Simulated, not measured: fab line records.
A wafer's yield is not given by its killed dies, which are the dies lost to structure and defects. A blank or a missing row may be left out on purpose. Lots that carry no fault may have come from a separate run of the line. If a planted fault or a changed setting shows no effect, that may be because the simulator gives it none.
What tool caused it? :: flow n5Finfet :: 11 lots with 33 wafers sampled at 4 steps, on a route of 1938 steps

## WHAT THE GAUGES SHOWED, per wafer
N5_BEOL_M1_CD_MEAS_28: target cd y 23.3 nm.
lot: L075
measured: day 6 11:31
on: cdSem-01
cdNm (nm): 23.73 23.97 24.04

lot: L077
measured: day 6 18:37
on: cdSem-03
cdNm (nm): 24.29 24.17 23.98

lot: L079
measured: day 7 07:37
on: cdSem-02
cdNm (nm): 23.95 24.23 23.92

lot: L081
measured: day 7 22:22
on: cdSem-02
cdNm (nm): 24.42 24.16 24.10

lot: L083
measured: day 8 05:20
on: cdSem-01
cdNm (nm): 24.18 23.97 23.85

lot: L085
measured: day 9 00:21
on: cdSem-03
cdNm (nm): 24.34 24.20 24.24

lot: L087
measured: day 9 12:44
on: cdSem-01
cdNm (nm): 24.08 24.07 24.09

lot: L089
measured: day 10 18:48
on: cdSem-02
cdNm (nm): 24.00 23.82 23.74

lot: L091
measured: day 10 19:59
on: cdSem-02
cdNm (nm): 24.16 23.72 24.18

lot: L095
measured: day 11 01:26
on: cdSem-02
cdNm (nm): 23.82 23.97 23.82

lot: L096
measured: day 11 17:01
on: cdSem-01
cdNm (nm): 23.94 23.87 24.09

## TOOL THAT RAN EACH LOT (tool first, then ch and the chambers of the sampled wafers, then the start)
lot: L075
N5_BEOL_M0_ETCH_109: rieDiel-01 ch 1,2, day 6 07:23
N5_BEOL_M0_ANNEAL_119: rtpAnneal-01 ch 0, day 6 08:55
N5_BEOL_M1_ETCH_64: rieDiel-02 ch 1,2,3, day 6 10:43

lot: L077
N5_BEOL_M0_ETCH_109: rieDiel-04 ch 1,2, day 6 14:14
N5_BEOL_M0_ANNEAL_119: rtpAnneal-02 ch 0, day 6 15:42
N5_BEOL_M1_ETCH_64: rieDiel-06 ch 0,2, day 6 17:50

lot: L079
N5_BEOL_M0_ETCH_109: rieDiel-03 ch 0,2,3, day 7 03:10
N5_BEOL_M0_ANNEAL_119: rtpAnneal-02 ch 0, day 7 05:07
N5_BEOL_M1_ETCH_64: rieDiel-05 ch 1,2, day 7 06:58

lot: L081
N5_BEOL_M0_ETCH_109: rieDiel-01 ch 0,2, day 7 16:42
N5_BEOL_M0_ANNEAL_119: rtpAnneal-02 ch 0, day 7 19:11
N5_BEOL_M1_ETCH_64: rieDiel-02 ch 0,1,2, day 7 21:34

lot: L083
N5_BEOL_M0_ETCH_109: rieDiel-03 ch 2,3, day 8 00:31
N5_BEOL_M0_ANNEAL_119: rtpAnneal-01 ch 0, day 8 02:02
N5_BEOL_M1_ETCH_64: rieDiel-06 ch 0,3, day 8 04:40

lot: L085
N5_BEOL_M0_ETCH_109: rieDiel-01 ch 0,1,2, day 8 16:32
N5_BEOL_M0_ANNEAL_119: rtpAnneal-02 ch 0, day 8 20:14
N5_BEOL_M1_ETCH_64: rieDiel-06 ch 1,2, day 8 23:41

lot: L087
N5_BEOL_M0_ETCH_109: rieDiel-01 ch 2,3, day 9 05:29
N5_BEOL_M0_ANNEAL_119: rtpAnneal-02 ch 0, day 9 08:05
N5_BEOL_M1_ETCH_64: rieDiel-02 ch 1,2, day 9 11:55

lot: L089
N5_BEOL_M0_ETCH_109: rieDiel-04 ch 0,1,3, day 10 11:14
N5_BEOL_M0_ANNEAL_119: rtpAnneal-01 ch 0, day 10 15:05
N5_BEOL_M1_ETCH_64: rieDiel-05 ch 0,1,2, day 10 17:57

lot: L091
N5_BEOL_M0_ETCH_109: rieDiel-03 ch 0,1,2, day 10 13:44
N5_BEOL_M0_ANNEAL_119: rtpAnneal-01 ch 0, day 10 17:14
N5_BEOL_M1_ETCH_64: rieDiel-02 ch 2,3, day 10 19:11

lot: L095
N5_BEOL_M0_ETCH_109: rieDiel-04 ch 0,1,3, day 10 18:37
N5_BEOL_M0_ANNEAL_119: rtpAnneal-01 ch 0, day 10 21:33
N5_BEOL_M1_ETCH_64: rieDiel-05 ch 0,1, day 11 00:31

lot: L096
N5_BEOL_M0_ETCH_109: rieDiel-01 ch 0,1,3, day 11 10:58
N5_BEOL_M0_ANNEAL_119: rtpAnneal-02 ch 0, day 11 13:59
N5_BEOL_M1_ETCH_64: rieDiel-06 ch 0,1,3, day 11 16:22
- N5_BEOL_M0_ETCH_109: etches SiCN in CH3F/O2, target depth 8 nm, overetch 2.4 nm, time 27.4 s.
- N5_BEOL_M0_ANNEAL_119: time 90 s.
- N5_BEOL_M1_ETCH_64: etches SOC in N2/H2, target depth 75 nm, overetch 15 nm, time 112.5 s.

## THE ANSWER, worked out from the rows above alone
Rule: the lots themselves supply what counts as usual. The widest of any qualifying gaps counts: lots, ordered by their means at a reading, are off when they make up no more than a third of the lots, leave a main group of 4 or more, and stand apart from it by 3 or more times the standard deviation of that group's means. A main group whose means are all the same, to the digits that the tables above print for the reading, isn't used. A lot without any number at a reading at which 4 lots or more have one is off too. Any other lot the step has rows for is counted as sound.
No lot is off at any reading shown: from this, nothing can be told.

## WHAT HAD BEEN PUT IN BY THE SIMULATOR
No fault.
